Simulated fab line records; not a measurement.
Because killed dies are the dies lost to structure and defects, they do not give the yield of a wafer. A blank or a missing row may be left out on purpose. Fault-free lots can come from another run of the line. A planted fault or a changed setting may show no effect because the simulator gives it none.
Problem report, 8D (eight disciplines) form, completed by code    flow n5 finfet    the parts of the form that need people (team, actions taken, sign-off) are left out

1. WHAT WENT WRONG
At N5_BEOL_M11_VIA_ETCH_34, oes product au averages 0.30 a.u. over 6 wafers from 2 lots, while fault-free wafers read 0.80 a.u., standard deviation 0.093. That puts it -5.3 standard deviations away from the usual mean.
The step: etches SiCOH lowk in C4F6/O2, target depth 184.5 nm, time 69.2 s.
Seen first at day 13 06:28 on rie diel-03, wafer L216.2. The record holds 24 wafers of 8 lots with a number at this step. Rule for "out" (also "out of limits"): further than 4 standard deviations from the usual mean. All remaining wafers that have a number are taken as sound.

2. WHAT THIS IS AND IS NOT
question                     is                        is not
which readings at this step  oes product au            drypump motor current A, rf vpp V, showerhead plenum p Torr
which lots                   L216, L219                L206, L207, L210, L217, L220, L223
which wafers of those lots   all that have a number    -
read on which tools          rie diel-02, rie diel-03  rie diel-05
when                         from day 13 06:28         up to then (9 sound wafers); but 9 sound wafers of L217, L220, L223 came after

3. SUSPECTS, AND WHAT RULES EACH OUT
Counting: a tool stays on the suspect list if, at a process step up to the reading, it processed all lots that are out and no sound lot following the first of them.
- pvd sputter-01 at N5_BEOL_M11_HM_DEP_02 (deposits TiN, target thk 20 nm): kept. It processed each lot that is out, first L216 at day 13 03:55, and no sound lot thereafter; up to then, the last sound lot it processed was L210 at day 12 03:03.
After counting, what remains is pvd sputter-01 at N5_BEOL_M11_HM_DEP_02.

4. THE CAUSE (what the simulator had put in)
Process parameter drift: pvd sputter-01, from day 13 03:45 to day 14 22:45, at N5_BEOL_M11_HM_DEP_02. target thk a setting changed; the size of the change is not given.
Counting left only this tool.

5. THE CHAIN OF EFFECTS, in route order
Each row: a reading whose mean over the struck wafers that have a number lies more than 3 standard deviations from the usual. Scope: only readings with a usual standard deviation given in the record; hours: median across lots of the time from each lot's start at the first step in this table that gives one to its start at this step; sigmas: change in usual standard deviations.
hours  step                     reading               usual      on struck wafers  change  sigmas
0      N5_BEOL_M11_VIA_ETCH_34  oes product au        0.80 a.u.  0.30              -0.50   -5.3
43     N5_PASSIVATION_PROBE_49  defect limited yield  91.5 %     0.0               -91.5   -65
43     N5_PASSIVATION_PROBE_49  killed_at_M4_up       13         1088              +1075   +99 or more
43     N5_PASSIVATION_PROBE_49  killed dies           100        1180              +1080   +68
43     N5_PASSIVATION_PROBE_49  killed on rim         13         152               +139    +35
43     N5_PASSIVATION_PROBE_49  sort_bin_5_function   5.0 %      96.4              +91.4   +94
43     N5_PASSIVATION_PROBE_49  sort n pass           1080       0                 -1080   -68
43     N5_PASSIVATION_PROBE_49  sort yield pct        91.5 %     0.0               -91.5   -65
It contains these process steps:
- N5_BEOL_M11_VIA_ETCH_34: etches SiCOH lowk in C4F6/O2, target depth 184.5 nm, time 69.2 s.
- N5_PASSIVATION_PROBE_49
Readings that are blank on the struck wafers while sound wafers have them: trench depth nm at N5_BEOL_M11_OCD_MEAS_38; cd nm at N5_BEOL_M11_CD_MEAS_35.

6. WHAT WOULD HAVE CAUGHT IT SOONER
First out-of-limits reading in this record: day 13 06:28, which is 3 hours after fault onset at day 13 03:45.
Tool readings at N5_BEOL_M11_HM_DEP_02 with a usual standard deviation given in the record: none out on any struck wafer, hence no alarm at a limit of 4 standard deviations on them.
Of the lots that are out (2), L219 began N5_BEOL_M11_HM_DEP_02 on pvd sputter-01 after day 13 06:28. Had the tool been put on hold then, it would have been spared.
